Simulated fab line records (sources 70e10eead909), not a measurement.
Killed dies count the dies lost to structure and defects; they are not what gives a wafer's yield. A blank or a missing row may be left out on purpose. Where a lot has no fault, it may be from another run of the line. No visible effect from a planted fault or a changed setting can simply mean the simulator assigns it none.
fab line records	flow nand_harc
record lots=5	wafers=15	last_day=31
route steps=1302 shown THIN_TSV@1272 END@1301
lots untouched by any fault: they come from a run of this same line in which no faults occurred
start_h: the number of hours between the record's first day and the start of the first shown wafer of the lot	wait_h: hours since the lot's step before	" unchanged from the row above	L1.1+2: a single row standing in for several wafers	- either no value or no given start	* or withheld: withheld	< > ~ a bound
route shown NAME@n: a module of which the file shows steps, and the number in the route of the first	usual: mean/standard deviation taken from wafers without a fault	same: alike in all rows	chamber/n: place in a boat	sites: each site's reading	_std_site: the standard deviation of these	_edge_site: outer sites' mean less inner sites'	radius_mm: how far each site lies from the wafer's centre	mask NAME#n: copy n	behind: the last tool/chamber to shape the wafer	hold: why the lot went on hold/how many hours it stayed there/how the hold came to an end	device: the transistor (n, p or np) that didn't switch	end of line: the tests these same wafers got at the end of their route	a step with no rows: only its recipe	killed: dies that structure and defects cost at the first sort, which is not the same as the wafer's yield	map: a wafer's dies, marking killed ones x, the rest . and places with no die _
set.NAME: the setting the step ran with; set.NAME@STEP: the setting that earlier step ran with	model.NAME: the simulator's own value behind a step, which no gauge read
a table for each step, a row for each wafer; lots at some steps of the route
services: a tool's chamber out of use, with start hour (start_h, from the record's first day; less than 0 if before it), hours out, and reason
## steps
# step NHARC_THIN_TSV_PVD_19
# recipe target_thk_a=200	chamber_pressure_pa=5	material=TaN
# usual throttle_valve_pct=30.1/0.89
lot.wafer	tool	chamber	start_h	wait_h	throttle_valve_pct
L074.2	pvd_sputter-03	-	-	-	30.0
L074.4	"	-	"	"	31.5
L074.5	"	-	"	"	31.3
L085.2	pvd_sputter-03	-	-	-	29.9
L085.1	"	-	"	"	30.3
L085.6	"	-	"	"	30.0
L086.4	pvd_sputter-01	-	-	-	30.3
L086.2	"	-	"	"	31.7
L086.1	"	-	"	"	30.6
L092.2	pvd_sputter-02	-	-	-	28.5
L092.6	"	-	"	"	30.4
L092.5	"	-	"	"	29.5
L093.4	pvd_sputter-03	-	-	-	29.5
L093.3	"	-	"	"	31.1
L093.5	"	-	"	"	31.1
# step NHARC_THIN_TSV_PVD_51
# recipe target_thk_a=1000	chamber_pressure_pa=5	material=Cu
# usual throttle_valve_pct=30.2/0.87
lot.wafer	tool	chamber	start_h	wait_h	throttle_valve_pct
L074.4	pvd_sputter-03	-	-	-	29.2
L074.2	"	-	"	"	30.7
L074.5	"	-	"	"	30.3
L085.2	pvd_sputter-03	-	-	-	31.4
L085.1	"	-	"	"	29.2
L085.6	"	-	"	"	30.0
L086.4	pvd_sputter-01	-	-	-	30.7
L086.1	"	-	"	"	30.3
L086.2	"	-	"	"	30.5
L092.2	pvd_sputter-02	-	-	-	30.1
L092.6	"	-	"	"	28.8
L092.5	"	-	"	"	30.1
L093.3	pvd_sputter-03	-	-	-	29.5
L093.4	"	-	"	"	29.5
L093.5	"	-	"	"	29.1
# step NHARC_THIN_TSV_ECD_20
# recipe target_thk_a=20000	material=Cu
lot.wafer	tool	chamber	start_h	wait_h
L074.2+4+5	ecd_cu-02	1	565.87	-
L085.2+1+6	ecd_cu-02	0,1,0	668.80	-
L086.2+1+4	ecd_cu-01	1,0,0	673.42	-
L092.2+6+5	ecd_cu-02	1,1,0	720.36	-
L093.4+3+5	ecd_cu-02	1,0,1	740.82	-
# step NHARC_THIN_TSV_ANNEAL_52
# recipe temp_c=225	time_s=90
# usual wafer_temp_C_max=225.68/0.22
lot.wafer	tool	chamber	start_h	wait_h	wafer_temp_C_max
L074.2	rtp_anneal-01	0	566.72	0.8	225.27
L074.4	"	0	"	"	225.47
L074.5	"	0	"	"	225.70
L085.1	rtp_anneal-01	0	669.52	0.5	225.82
L085.2	"	0	"	"	225.62
L085.6	"	0	"	"	225.75
L086.1	rtp_anneal-01	0	674.14	0.5	225.82
L086.2	"	0	"	"	225.42
L086.4	"	0	"	"	225.58
L092.2	rtp_anneal-02	0	721.14	0.7	225.67
L092.5	"	0	"	"	226.16
L092.6	"	0	"	"	226.13
L093.3	rtp_anneal-01	0	741.45	0.4	225.56
L093.4	"	0	"	"	225.64
L093.5	"	0	"	"	225.47
# step NHARC_THIN_TSV_CMP_21
# recipe t_overpolish_s=30	target_thk_nm=2000
# usual motor_current_A=11.9/1.2	overpolish_run_s=30.001/0.0086	slurry_flow_ml_min=150.0/0.47
lot.wafer	tool	chamber	start_h	wait_h	motor_current_A	overpolish_run_s	slurry_flow_ml_min
L074.4	cmp-04	3	567.02	-	10.9	29.992	149.7
L074.2	"	2	"	"	12.9	29.986	150.8
L074.5	"	0	"	"	13.3	29.993	150.3
L085.1	cmp-03	1	669.93	-	12.4	29.992	149.8
L085.2	"	2	"	"	11.8	30.007	150.5
L085.6	"	0	"	"	12.5	29.995	148.7
L086.2	cmp-04	0	674.48	-	13.2	30.006	150.0
L086.4	"	1	"	"	12.5	30.003	149.9
L086.1	"	3	"	"	11.0	30.021	150.5
L092.2	cmp-04	2	721.52	-	12.4	29.990	149.6
L092.5	"	3	"	"	10.8	29.998	150.0
L092.6	"	0	"	"	13.1	29.993	149.3
L093.4	cmp-03	3	741.70	-	13.3	30.000	149.8
L093.3	"	1	"	"	12.4	30.013	149.8
L093.5	"	3	"	"	13.9	29.999	150.7
# step NHARC_THIN_TSV_SRD_23
lot.wafer	tool	chamber	start_h	wait_h
L074.4+2+5	wet_bench-10	1,2,3	567.38	0.0
L085.2+1+6	wet_bench-08	6,0,3	670.24	0.0
L086.1+4+2	wet_bench-10	0,1,3	674.86	0.0
L092.5+2+6	wet_bench-08	0,1,3	721.80	0.0
L093.3+5+4	wet_bench-08	0,2,4	742.06	0.0
# step NHARC_THIN_TSV_DEGAS_53
# recipe temp_c=300	time_s=60
# usual heater_power_w=455/27
lot.wafer	tool	chamber	start_h	wait_h	heater_power_w
L074.2	pvd_sputter-03	-	567.47	0.1	419
L074.4	"	-	"	"	427
L074.5	"	-	"	"	426
L085.2	pvd_sputter-03	-	670.35	0.1	410
L085.1	"	-	"	"	430
L085.6	"	-	"	"	452
L086.2	pvd_sputter-02	-	674.94	0.1	418
L086.1	"	-	"	"	472
L086.4	"	-	"	"	488
L092.2	pvd_sputter-01	-	721.91	0.1	445
L092.5	"	-	"	"	478
L092.6	"	-	"	"	436
L093.3	pvd_sputter-01	-	742.16	0.1	482
L093.4	"	-	"	"	485
L093.5	"	-	"	"	455
# step NHARC_THIN_TSV_PRE_CLEAN_54
# recipe time_s=30	temp_c=280	gas=H2/He
# usual heater_power_w=400/24
lot.wafer	tool	chamber	start_h	wait_h	heater_power_w
L074.4	pvd_sputter-03	-	567.57	0.1	381
L074.2	"	-	"	"	358
L074.5	"	-	"	"	380
L085.2	pvd_sputter-03	-	670.41	0.0	395
L085.1	"	-	"	"	410
L085.6	"	-	"	"	386
L086.1	pvd_sputter-02	-	675.02	0.1	375
L086.4	"	-	"	"	411
L086.2	"	-	"	"	414
L092.2	pvd_sputter-01	-	722.00	0.1	380
L092.6	"	-	"	"	383
L092.5	"	-	"	"	424
L093.4	pvd_sputter-01	-	742.22	0.0	422
L093.3	"	-	"	"	412
L093.5	"	-	"	"	425
# step NHARC_THIN_TSV_PVD_55
# recipe target_thk_a=500	material=TiN
lot.wafer	tool	chamber	start_h	wait_h
L074.2+4+5	pvd_sputter-03	-	567.62	0.0
L085.2+1+6	pvd_sputter-03	-	670.53	0.1
L086.4+2+1	pvd_sputter-02	-	675.09	0.1
L092.2+5+6	pvd_sputter-01	-	722.09	0.1
L093.4+3+5	pvd_sputter-01	-	742.30	0.1
# step NHARC_THIN_TSV_PVD_24
# recipe target_thk_a=8000	power_w=withheld	chamber_pressure_pa=withheld	substrate_temp_c=withheld	time_s=withheld	gas=Ar	material=Al
lot.wafer	tool	chamber	start_h	wait_h
L074.4+2+5	pvd_sputter-03	-	567.88	0.2
L085.1+2+6	pvd_sputter-03	-	670.74	0.2
L086.1+4+2	pvd_sputter-02	-	675.24	0.1
L092.2+5+6	pvd_sputter-01	-	722.19	0.1
L093.4+3+5	pvd_sputter-01	-	742.45	0.1
# step NHARC_THIN_TSV_DEHYDRATE_25
# recipe temp_c=150	time_s=120
# usual chill_plate_temp_C=23.00/0.096	exhaust_pa=45.0/0.9
lot.wafer	tool	chamber	start_h	wait_h	chill_plate_temp_C	exhaust_pa
L074.2	litho_track-05	0	568.18	-	23.08	45.4
L074.4	"	0	"	"	23.06	46.2
L074.5	"	0	"	"	22.93	45.6
L085.1	litho_track-05	0	671.04	-	22.97	43.9
L085.2	"	0	"	"	22.81	44.4
L085.6	"	0	"	"	22.85	43.5
L086.1	litho_track-07	0	675.67	-	23.15	46.1
L086.2	"	0	"	"	23.05	44.1
L086.4	"	0	"	"	23.02	45.2
L092.2	litho_track-05	0	722.60	-	23.04	45.2
L092.5	"	0	"	"	23.04	44.6
L092.6	"	0	"	"	22.97	45.6
L093.3	litho_track-07	0	742.87	-	23.20	47.0
L093.4	"	0	"	"	23.07	45.7
L093.5	"	0	"	"	23.01	45.7
# step NHARC_THIN_TSV_HMDS_26
# recipe time_s=30
# usual chill_plate_temp_C=23.01/0.1	exhaust_pa=44.9/1
lot.wafer	tool	chamber	start_h	wait_h	chill_plate_temp_C	exhaust_pa
L074.2	litho_track-05	0	-	-	23.03	43.9
L074.4	"	0	"	"	22.93	43.5
L074.5	"	0	"	"	22.87	43.8
L085.1	litho_track-05	0	-	-	22.93	46.4
L085.2	"	0	"	"	22.94	45.1
L085.6	"	0	"	"	23.11	45.5
L086.1	litho_track-07	0	-	-	23.08	44.5
L086.2	"	0	"	"	23.14	46.8
L086.4	"	0	"	"	23.15	44.6
L092.2	litho_track-05	0	-	-	22.90	45.4
L092.5	"	0	"	"	23.04	45.8
L092.6	"	0	"	"	22.86	43.9
L093.3	litho_track-07	0	-	-	23.10	47.0
L093.4	"	0	"	"	22.79	46.0
L093.5	"	0	"	"	23.04	46.4
# step NHARC_THIN_TSV_COAT_27
# recipe spin_rpm=*
# usual chill_plate_temp_C=23.00/0.098	exhaust_pa=44.9/0.83
lot.wafer	tool	chamber	start_h	wait_h	chill_plate_temp_C	exhaust_pa
L074.2	litho_track-05	0	-	-	23.05	46.6
L074.4	"	0	"	"	22.79	44.9
L074.5	"	0	"	"	23.01	46.7
L085.1	litho_track-05	0	-	-	22.85	44.4
L085.2	"	0	"	"	22.87	45.5
L085.6	"	0	"	"	22.88	44.5
L086.1	litho_track-07	0	-	-	23.02	45.8
L086.2	"	0	"	"	22.89	45.6
L086.4	"	0	"	"	22.94	44.2
L092.2	litho_track-05	0	-	-	23.05	45.4
L092.5	"	0	"	"	22.97	45.1
L092.6	"	0	"	"	22.94	45.7
L093.3	litho_track-07	0	-	-	22.99	44.1
L093.4	"	0	"	"	23.12	44.0
L093.5	"	0	"	"	23.02	44.8
# step NHARC_THIN_TSV_SOFTBAKE_28
# recipe temp_c=122	time_s=95
# usual chill_plate_temp_C=23.00/0.13	exhaust_pa=45.0/0.91
lot.wafer	tool	chamber	start_h	wait_h	chill_plate_temp_C	exhaust_pa
L074.2	litho_track-05	0	-	-	23.12	44.6
L074.4	"	0	"	"	23.20	46.4
L074.5	"	0	"	"	23.16	43.6
L085.1	litho_track-05	0	-	-	22.80	45.2
L085.2	"	0	"	"	22.84	43.3
L085.6	"	0	"	"	22.91	46.0
L086.1	litho_track-07	0	-	-	22.97	45.5
L086.2	"	0	"	"	23.21	45.5
L086.4	"	0	"	"	23.02	45.5
L092.2	litho_track-05	0	-	-	22.92	46.3
L092.5	"	0	"	"	22.98	44.7
L092.6	"	0	"	"	22.84	45.8
L093.3	litho_track-07	0	-	-	22.96	44.2
L093.4	"	0	"	"	23.08	45.9
L093.5	"	0	"	"	23.15	44.9
# step NHARC_THIN_TSV_EBR_29
# usual chill_plate_temp_C=22.97/0.098	exhaust_pa=45.0/0.99
lot.wafer	tool	chamber	start_h	wait_h	chill_plate_temp_C	exhaust_pa
L074.2	litho_track-05	0	-	-	22.83	44.0
L074.4	"	0	"	"	23.00	43.1
L074.5	"	0	"	"	22.93	43.8
L085.1	litho_track-05	0	-	-	22.98	44.2
L085.2	"	0	"	"	22.83	44.5
L085.6	"	0	"	"	23.00	45.5
L086.1	litho_track-07	0	-	-	22.97	46.1
L086.2	"	0	"	"	23.00	45.3
L086.4	"	0	"	"	22.99	47.0
L092.2	litho_track-05	0	-	-	23.01	45.7
L092.5	"	0	"	"	22.77	43.8
L092.6	"	0	"	"	22.97	46.8
L093.3	litho_track-07	0	-	-	22.92	45.6
L093.4	"	0	"	"	22.95	45.2
L093.5	"	0	"	"	22.88	44.7
# step NHARC_THIN_TSV_EXPOSE_30
# recipe na=0.55	dose_mj=11.47	mask_id=PAD
# usual exposure_dose_mJ_cm2=11.469/0.013
lot.wafer	tool	chamber	start_h	wait_h	mask	exposure_dose_mJ_cm2
L074.2	krf_scanner-02	0	568.46	-	PAD#0	11.466
L074.4	"	0	"	"	PAD#0	11.445
L074.5	"	0	"	"	PAD#0	11.467
L085.1	krf_scanner-02	0	671.19	-	PAD#0	11.460
L085.2	"	0	"	"	PAD#0	11.477
L085.6	"	0	"	"	PAD#0	11.469
L086.1	krf_scanner-02	0	675.81	-	PAD#0	11.460
L086.2	"	0	"	"	PAD#0	11.438
L086.4	"	0	"	"	PAD#0	11.477
L092.2	krf_scanner-01	0	722.88	-	PAD#0	11.474
L092.5	"	0	"	"	PAD#0	11.466
L092.6	"	0	"	"	PAD#0	11.462
L093.3	krf_scanner-02	0	743.02	-	PAD#0	11.489
L093.4	"	0	"	"	PAD#0	11.461
L093.5	"	0	"	"	PAD#0	11.484
# step NHARC_THIN_TSV_PEB_31
# recipe peb_temp_c=118	peb_time_s=85
# usual chill_plate_temp_C=22.99/0.11	exhaust_pa=44.7/0.91
lot.wafer	tool	chamber	start_h	wait_h	chill_plate_temp_C	exhaust_pa
L074.2	litho_track-07	0	568.52	0.1	23.07	43.2
L074.4	"	0	"	"	22.95	43.8
L074.5	"	0	"	"	22.87	43.9
L085.1	litho_track-02	0	671.26	0.1	22.98	44.7
L085.2	"	0	"	"	22.98	45.9
L085.6	"	0	"	"	23.09	45.4
L086.1	litho_track-05	0	675.88	0.1	22.87	45.1
L086.2	"	0	"	"	23.05	43.8
L086.4	"	0	"	"	23.12	44.7
L092.2	litho_track-05	0	722.95	0.1	23.10	46.3
L092.5	"	0	"	"	22.84	45.8
L092.6	"	0	"	"	23.07	45.5
L093.3	litho_track-05	0	743.08	0.1	23.05	46.1
L093.4	"	0	"	"	23.00	45.0
L093.5	"	0	"	"	23.12	46.7
# step NHARC_THIN_TSV_DEVELOP_32
# recipe time_s=70
# usual chill_plate_temp_C=22.98/0.1	exhaust_pa=44.9/0.77
lot.wafer	tool	chamber	start_h	wait_h	chill_plate_temp_C	exhaust_pa
L074.2	litho_track-07	0	-	-	22.86	45.5
L074.4	"	0	"	"	22.90	44.7
L074.5	"	0	"	"	22.89	44.5
L085.1	litho_track-02	0	-	-	23.03	44.3
L085.2	"	0	"	"	23.16	45.0
L085.6	"	0	"	"	23.04	44.8
L086.1	litho_track-05	0	-	-	23.03	43.5
L086.2	"	0	"	"	23.02	44.7
L086.4	"	0	"	"	23.02	44.3
L092.2	litho_track-05	0	-	-	22.98	45.8
L092.5	"	0	"	"	22.91	44.9
L092.6	"	0	"	"	22.84	45.3
L093.3	litho_track-05	0	-	-	23.03	45.3
L093.4	"	0	"	"	22.98	43.1
L093.5	"	0	"	"	23.03	45.1
# step NHARC_THIN_TSV_CD_MEAS_33
# recipe target_cd_nm=5000	landing_energy_ev=500
# usual cd_nm=5000.2/2.2
# same landing_energy_ev=500
lot.wafer	tool	chamber	start_h	wait_h	cd_nm
L074.2	cd_sem-01	0	568.61	-	4997.6
L074.4	"	0	"	"	4999.5
L074.5	"	0	"	"	4996.1
L085.1	cd_sem-02	0	671.35	-	5001.4
L085.2	"	0	"	"	4999.1
L085.6	"	0	"	"	4999.1
L086.1	cd_sem-02	0	675.97	-	4999.2
L086.2	"	0	"	"	4996.0
L086.4	"	0	"	"	4996.8
L092.2	cd_sem-03	0	723.04	-	4998.4
L092.5	"	0	"	"	5001.0
L092.6	"	0	"	"	4997.8
L093.3	cd_sem-02	0	743.17	-	4996.9
L093.4	"	0	"	"	5001.5
L093.5	"	0	"	"	4999.1
# step NHARC_THIN_TSV_HARDBAKE_34
# recipe temp_c=125	time_s=80
# usual chill_plate_temp_C=23.01/0.098	exhaust_pa=44.8/0.88
lot.wafer	tool	chamber	start_h	wait_h	chill_plate_temp_C	exhaust_pa
L074.2	litho_track-02	0	568.69	-	23.12	44.7
L074.4	"	0	"	"	23.04	43.6
L074.5	"	0	"	"	23.15	45.6
L085.1	litho_track-05	0	671.42	-	23.01	43.1
L085.2	"	0	"	"	23.01	44.3
L085.6	"	0	"	"	23.11	43.9
L086.1	litho_track-05	0	676.05	-	22.98	42.6
L086.2	"	0	"	"	22.99	44.7
L086.4	"	0	"	"	22.98	45.1
L092.2	litho_track-02	0	723.12	-	23.03	45.2
L092.5	"	0	"	"	23.04	45.4
L092.6	"	0	"	"	22.94	44.1
L093.3	litho_track-07	0	743.25	-	23.06	44.3
L093.4	"	0	"	"	23.20	43.4
L093.5	"	0	"	"	22.98	43.5
# step NHARC_THIN_TSV_DESCUM_35
# recipe time_s=3	o2_flow_sccm=200	ar_flow_sccm=0	bias_power_w=0	chemistry=O2
# usual drypump_motor_current_A=5.9/0.54	oes_product_au=1.001/0.012	rf_vpp_V=57.8/0.96	showerhead_plenum_p_Torr=1.89/0.072	throttle_valve_pct=11.310/0.0087
lot.wafer	tool	chamber	start_h	wait_h	drypump_motor_current_A	oes_product_au	rf_hours_counter_h	rf_vpp_V	showerhead_plenum_p_Torr	throttle_valve_pct
L074.4	rie_diel-04	3	568.79	-	6.5	1.009	1.9	58.4	1.88	11.314
L074.2	"	0	"	"	6.0	1.014	1.7	58.1	1.78	11.306
L074.5	"	2	"	"	6.0	1.012	-	57.5	1.88	11.303
L085.1	rie_diel-04	1	671.52	-	6.4	1.006	7.9	57.2	2.01	11.313
L085.2	"	3	"	"	6.5	1.012	8.7	58.2	1.88	11.309
L085.6	"	0	"	"	6.0	1.020	-	56.7	1.78	11.316
L086.4	rie_diel-02	1	676.13	-	5.7	1.007	2.6	59.1	2.01	11.299
L086.1	"	2	"	"	5.8	1.004	3.0	58.8	1.85	11.306
L086.2	"	3	"	"	6.3	0.978	3.6	57.5	1.95	11.292
L092.2	rie_diel-09	1	723.23	-	5.4	0.987	2.2	57.7	1.93	11.306
L092.6	"	2	"	"	4.9	1.005	-	58.2	1.91	11.328
L092.5	"	1	"	"	5.4	0.988	-	59.1	1.94	11.300
L093.4	rie_diel-04	2	743.35	-	6.0	1.010	1.6	57.0	1.88	11.316
L093.3	"	3	"	"	6.5	0.990	1.9	57.0	1.88	11.311
L093.5	"	0	"	"	6.0	0.993	-	58.2	1.78	11.297
# step NHARC_THIN_TSV_ETCH_59
# recipe target_depth_a=8800	icp_w=900	bias_w=100	Cl2_flow_sccm=60	bcl3_flow_sccm=30	time_s=138.1	chemistry=Cl2/BCl3
# usual bias_w=100.0/0.31	drypump_motor_current_A=5.9/0.44	oes_product_au=1.004/0.014	throttle_valve_pct=22.264/0.0087
lot.wafer	tool	chamber	start_h	wait_h	bias_w	drypump_motor_current_A	oes_product_au	rf_hours_counter_h	throttle_valve_pct
L074.2	rie_metal-03	1	568.93	0.1	100.3	6.1	0.987	0.6	22.271
L074.4	"	1	"	"	99.5	6.1	0.978	-	22.271
L074.5	"	0	"	"	99.9	5.8	1.021	-	22.255
L085.1	rie_metal-03	1	671.63	0.1	99.8	6.1	0.972	2.9	22.263
L085.2	"	0	"	"	99.9	5.8	1.022	2.9	22.273
L085.6	"	1	"	"	99.8	6.1	0.985	-	22.258
L086.1	rie_metal-02	1	676.26	0.1	100.1	5.6	0.989	0.4	22.262
L086.2	"	0	"	"	100.4	6.3	1.014	0.4	22.275
L086.4	"	1	"	"	100.3	5.6	0.991	-	22.238
L092.2	rie_metal-03	0	723.35	0.1	100.1	5.8	1.007	0.3	22.272
L092.6	"	0	"	"	100.1	5.8	1.001	-	22.265
L092.5	"	1	"	"	100.4	6.1	0.990	-	22.282
L093.4	rie_metal-02	1	743.52	0.2	99.9	5.5	1.019	-	22.268
L093.3	"	0	"	"	99.7	6.4	1.029	-	22.256
L093.5	"	1	"	"	99.3	5.5	0.998	-	22.259
# step NHARC_THIN_TSV_ETCH_36
# recipe target_depth_a=650	over_etch_frac=0.3	time_s=18.571	ion_energy_ev=150	chemistry=Cl2/BCl3
# usual drypump_motor_current_A=5.9/0.44	oes_product_au=1.004/0.015
lot.wafer	tool	chamber	start_h	wait_h	drypump_motor_current_A	oes_product_au	rf_hours_counter_h
L074.2	rie_metal-03	1	569.15	0.2	6.1	0.973	0.8
L074.4	"	0	"	"	5.8	1.002	-
L074.5	"	1	"	"	6.1	0.973	-
L085.1	rie_metal-03	1	671.89	0.2	6.1	0.983	3.1
L085.2	"	0	"	"	5.8	1.019	3.1
L085.6	"	1	"	"	6.1	0.979	-
L086.2	rie_metal-02	1	676.52	0.2	5.6	1.001	0.5
L086.1	"	0	"	"	6.4	1.009	0.5
L086.4	"	1	"	"	5.6	1.008	-
L092.2	rie_metal-03	0	723.60	0.2	5.8	1.016	0.5
L092.5	"	0	"	"	5.7	1.008	-
L092.6	"	1	"	"	6.2	1.010	-
L093.4	rie_metal-02	1	743.72	0.2	5.6	1.008	-
L093.3	"	0	"	"	6.3	1.017	-
L093.5	"	0	"	"	6.4	1.036	-
# step NHARC_THIN_TSV_STRIP_56
# recipe power_w=1500	temp_c=250	chemistry=O2
# usual drypump_motor_current_A=5.9/0.68	heater_power_w=312/21
lot.wafer	tool	chamber	start_h	wait_h	drypump_motor_current_A	heater_power_w	rf_hours_counter_h
L074.2	plasma_asher-01	0	569.32	0.2	6.3	302	7
L074.4	"	0	"	"	6.3	293	-
L074.5	"	0	"	"	6.3	293	-
L085.1	plasma_asher-02	1	671.99	0.1	6.6	283	12
L085.2	"	0	"	"	6.0	318	12
L085.6	"	0	"	"	6.1	311	-
L086.1	plasma_asher-01	1	676.62	0.1	4.9	331	29
L086.2	"	0	"	"	6.3	300	29
L086.4	"	0	"	"	6.3	300	-
L092.2	plasma_asher-01	0	723.70	0.1	6.3	313	2
L092.5	"	0	"	"	6.3	316	-
L092.6	"	1	"	"	4.9	336	-
L093.3	plasma_asher-01	1	743.91	0.2	5.0	340	-
L093.4	"	0	"	"	6.3	308	-
L093.5	"	0	"	"	6.3	317	-
# step NHARC_THIN_TSV_STRIP_57
# recipe time_s=1200	temp_c=72.5	chemistry=post_etch_residue_remover
lot.wafer	tool	chamber	start_h	wait_h
L074.4+5+2	wet_bench-10	5,1,2	569.64	0.2
L085.6+2+1	wet_bench-08	7,0,1	672.34	0.1
L086.4+1+2	wet_bench-10	5,0,1	676.96	0.2
L092.6+5+2	wet_bench-08	2,3,4	724.07	0.1
L093.5+3+4	wet_bench-10	7,2,3	744.17	0.1
# step NHARC_THIN_TSV_CD_MEAS_37
# usual cd_nm=4999/3.2
lot.wafer	tool	chamber	start_h	wait_h	cd_nm
L074.2	cd_sem-02	-	570.08	-	4994
L074.4	"	-	"	"	4997
L074.5	"	-	"	"	4994
L085.1	cd_sem-03	-	672.78	-	5000
L085.2	"	-	"	"	5000
L085.6	"	-	"	"	4999
L086.1	cd_sem-03	-	677.41	-	4999
L086.2	"	-	"	"	4993
L086.4	"	-	"	"	4999
L092.2	cd_sem-02	-	724.49	-	4995
L092.5	"	-	"	"	4995
L092.6	"	-	"	"	4996
L093.3	cd_sem-01	-	744.61	-	4997
L093.4	"	-	"	"	5002
L093.5	"	-	"	"	4995
# step NHARC_THIN_TSV_ANNEAL_58
# recipe temp_c=400	time_s=1800
# usual spike_tc_centre_C=400.8/1.9
lot.wafer	tool	chamber	start_h	wait_h	spike_tc_centre_C
L074.2	furnace-01	0	573.29	3.2	399.3
L074.4	"	0	"	"	399.0
L074.5	"	0	"	"	399.4
L085.1	furnace-02	0	675.85	3.1	403.5
L085.2	"	0	"	"	401.2
L085.6	"	0	"	"	402.2
L086.1	furnace-04	0	680.56	3.1	399.0
L086.2	"	0	"	"	399.2
L086.4	"	0	"	"	397.2
L092.2	furnace-02	0	726.92	2.4	400.0
L092.5	"	0	"	"	400.0
L092.6	"	0	"	"	402.0
L093.3	furnace-02	0	747.68	3.1	402.9
L093.4	"	0	"	"	401.4
L093.5	"	0	"	"	401.9
# step NHARC_THIN_TSV_INSPECT_40
# usual raw_defect_count=558/82
lot.wafer	tool	chamber	start_h	wait_h	raw_defect_count
L074.2	defect_inspect-01	-	574.73	0.4	547
L074.4	"	-	"	"	549
L074.5	"	-	"	"	579
L085.1	defect_inspect-02	-	677.31	0.4	516
L085.2	"	-	"	"	442
L085.6	"	-	"	"	448
L086.1	defect_inspect-02	-	682.03	0.4	484
L086.2	"	-	"	"	576
L086.4	"	-	"	"	567
L092.2	defect_inspect-02	-	728.38	0.4	632
L092.5	"	-	"	"	787
L092.6	"	-	"	"	642
L093.3	defect_inspect-01	-	749.13	0.4	658
L093.4	"	-	"	"	620
L093.5	"	-	"	"	545
# step NHARC_END_WLT_00
# usual VT_DECK1_BOTTOM=0.869/0.0083	VT_DECK1_BOTTOM_INNER=0.869/0.0079	VT_DECK1_MEDIAN_NEAR_BOTTOM=0.869/0.0075	VT_DECK1_MEDIAN_NEAR_BOTTOM_INNER=0.870/0.0081	VT_DECK1_MIDDLE=0.882/0.0074	VT_DECK1_MIDDLE_INNER=0.882/0.0079	VT_DECK1_TOP=0.893/0.0076	VT_DECK1_TOP_INNER=0.894/0.0076	VT_DECK2_BOTTOM=0.873/0.008	VT_DECK2_BOTTOM_INNER=0.873/0.0071	VT_DECK2_MEDIAN_NEAR_BOTTOM=0.875/0.0076	VT_DECK2_MEDIAN_NEAR_BOTTOM_INNER=0.875/0.0076	VT_DECK2_MIDDLE=0.885/0.0067	VT_DECK2_MIDDLE_INNER=0.886/0.0071	VT_DECK2_TOP=0.895/0.0068	VT_DECK2_TOP_INNER=0.895/0.0074
lot.wafer	tool	chamber	start_h	wait_h	VT_DECK1_BOTTOM	VT_DECK1_BOTTOM_INNER	VT_DECK1_MEDIAN_NEAR_BOTTOM	VT_DECK1_MEDIAN_NEAR_BOTTOM_INNER	VT_DECK1_MIDDLE	VT_DECK1_MIDDLE_INNER	VT_DECK1_TOP	VT_DECK1_TOP_INNER	VT_DECK2_BOTTOM	VT_DECK2_BOTTOM_INNER	VT_DECK2_MEDIAN_NEAR_BOTTOM	VT_DECK2_MEDIAN_NEAR_BOTTOM_INNER	VT_DECK2_MIDDLE	VT_DECK2_MIDDLE_INNER	VT_DECK2_TOP	VT_DECK2_TOP_INNER
L074.2	prober-02	-	583.09	8.4	0.873	0.866	0.867	0.876	0.879	0.896	0.906	0.902	0.865	0.862	0.864	0.862	0.878	0.879	0.889	0.894
L074.4	"	-	584.09	9.4	0.885	0.875	0.875	0.881	0.882	0.893	0.896	0.905	0.868	0.874	0.873	0.870	0.879	0.892	0.892	0.890
L074.5	"	-	"	"	0.880	0.873	0.877	0.884	0.890	0.891	0.899	0.894	0.873	0.876	0.869	0.870	0.882	0.895	0.900	0.886
L085.1	prober-01	-	677.36	0.0	0.871	0.882	0.874	0.880	0.885	0.884	0.889	0.901	0.863	0.869	0.867	0.867	0.879	0.874	0.886	0.883
L085.2	"	-	"	"	0.881	0.868	0.873	0.874	0.884	0.886	0.887	0.899	0.867	0.873	0.881	0.881	0.885	0.883	0.896	0.892
L085.6	"	-	679.86	2.5	0.871	0.869	0.867	0.870	0.890	0.874	0.901	0.892	0.868	0.877	0.873	0.869	0.880	0.877	0.889	0.896
L086.1	prober-02	-	682.09	0.1	0.872	0.863	0.871	0.870	0.882	0.883	0.887	0.888	0.879	0.877	0.885	0.887	0.898	0.896	0.903	0.908
L086.2	"	-	"	"	0.867	0.871	0.866	0.870	0.885	0.888	0.890	0.892	0.878	0.887	0.884	0.872	0.885	0.901	0.902	0.905
L086.4	"	-	683.60	1.6	0.867	0.863	0.863	0.873	0.875	0.879	0.893	0.895	0.877	0.878	0.874	0.882	0.895	0.893	0.913	0.899
L092.2	prober-02	-	728.92	0.5	0.871	0.874	0.874	0.877	0.882	0.889	0.900	0.899	0.875	0.881	0.876	0.881	0.888	0.892	0.893	0.901
L092.5	"	-	730.41	2.0	0.877	0.858	0.868	0.872	0.883	0.881	0.902	0.893	0.890	0.878	0.878	0.886	0.896	0.896	0.895	0.902
L092.6	"	-	"	"	0.863	0.870	0.875	0.877	0.899	0.885	0.896	0.892	0.879	0.875	0.879	0.877	0.877	0.881	0.902	0.898
L093.3	prober-01	-	750.18	1.0	0.860	0.869	0.861	0.870	0.876	0.872	0.886	0.889	0.879	0.879	0.884	0.882	0.886	0.894	0.897	0.899
L093.4	"	-	"	"	0.866	0.865	0.859	0.862	0.877	0.869	0.884	0.894	0.877	0.875	0.876	0.876	0.887	0.890	0.903	0.895
L093.5	"	-	"	"	0.859	0.863	0.865	0.869	0.880	0.876	0.886	0.874	0.877	0.882	0.872	0.868	0.886	0.888	0.893	0.892
## services
tool	chamber	start_h	hours	kind
cmp-04	-	543.09	6.2	repair
pvd_sputter-01	-	565.69	4.7	repair
furnace-02	-	566.65	26.0	pm
rie_diel-04	2	569.69	3.6	repair
litho_track-02	-	577.01	7.0	pm
ecd_cu-02	-	578.57	0.6	repair
pvd_sputter-01	-	582.17	10.0	pm
ecd_cu-02	-	596.03	8.0	pm
litho_track-07	-	601.00	7.0	pm
krf_scanner-02	-	610.00	4.0	pm
cmp-04	-	623.77	4.0	pm
rie_metal-02	-	631.00	9.0	pm
pvd_sputter-02	-	638.00	10.0	pm
krf_scanner-02	-	646.14	2.1	repair
wet_bench-08	-	646.40	8.0	pm
litho_track-05	-	649.00	7.0	pm
wet_bench-10	-	663.20	8.0	pm
rie_diel-04	2	694.33	12.6	repair
plasma_asher-01	-	696.00	9.0	pm
rie_metal-03	-	696.00	9.0	pm
pvd_sputter-03	-	704.00	10.0	pm
cmp-04	-	705.76	1.7	repair
krf_scanner-02	-	738.42	1.4	repair
ecd_cu-02	-	744.92	1.4	repair
## key
fault none
